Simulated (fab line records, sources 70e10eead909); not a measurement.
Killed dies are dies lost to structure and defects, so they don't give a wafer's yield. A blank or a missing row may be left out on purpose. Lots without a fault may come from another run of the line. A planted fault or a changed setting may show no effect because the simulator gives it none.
Chamber matching | flow nand_harc | NHARC_P_M1_STRIP_18 on rie_diel-11: 4 sister chambers
The step strips in N2/H2. 8 wafers are shown with their chamber, then 7 later ones without.

WAFERS WITH THEIR CHAMBER
wafer  | chamber | drypump_motor_current_A (A) | showerhead_plenum_p_Torr (Torr)
L074.4 | 0       | 6.4                         | 2.02
L078.1 | 3       | 5.9                         | 1.97
L078.4 | 2       | 5.3                         | 1.99
L079.5 | 0       | 6.3                         | 2.01
L081.1 | 3       | 5.9                         | 1.96
L081.5 | 1       | 5.6                         | 1.91
L086.1 | 2       | 5.3                         | 1.97
L086.2 | 1       | 5.6                         | 1.91

WAFERS WITHOUT THEIR CHAMBER
wafer  | drypump_motor_current_A (A) | showerhead_plenum_p_Torr (Torr)
L086.5 | 5.6                         | 1.91
L094.2 | 6.3                         | 2.00
L094.3 | 5.9                         | 1.95
L094.5 | 5.8                         | 1.95
L097.1 | 6.3                         | 1.99
L097.3 | 5.8                         | 1.94
L097.4 | 5.6                         | 1.89

WHICH CHAMBER EACH WENT THROUGH
wafer  | from the rows above | in truth
L086.5 | 1                   | 1
L094.2 | 0                   | 0
L094.3 | 3                   | 3
L094.5 | 3                   | 3
L097.1 | 0                   | 0
L097.3 | 3                   | 3
L097.4 | 1                   | 1
Placed correctly: 7 of 7. Can't be placed from these rows: 0. Placed wrongly: 0.
How it was worked out, from the rows above alone: a wafer's distance from a chamber is the root of the sum, over the readings, of the square of ((its reading less the chamber's mean) divided by the reading's scatter). The wafer belongs to the nearest chamber; if the next one is less than 2 further off, it can't be placed. A chamber's mean is the mean of its shown wafers. The scatter: the root of (the sum of the squares of (reading less its chamber's mean) over the shown wafers, divided by (wafers less chambers)).
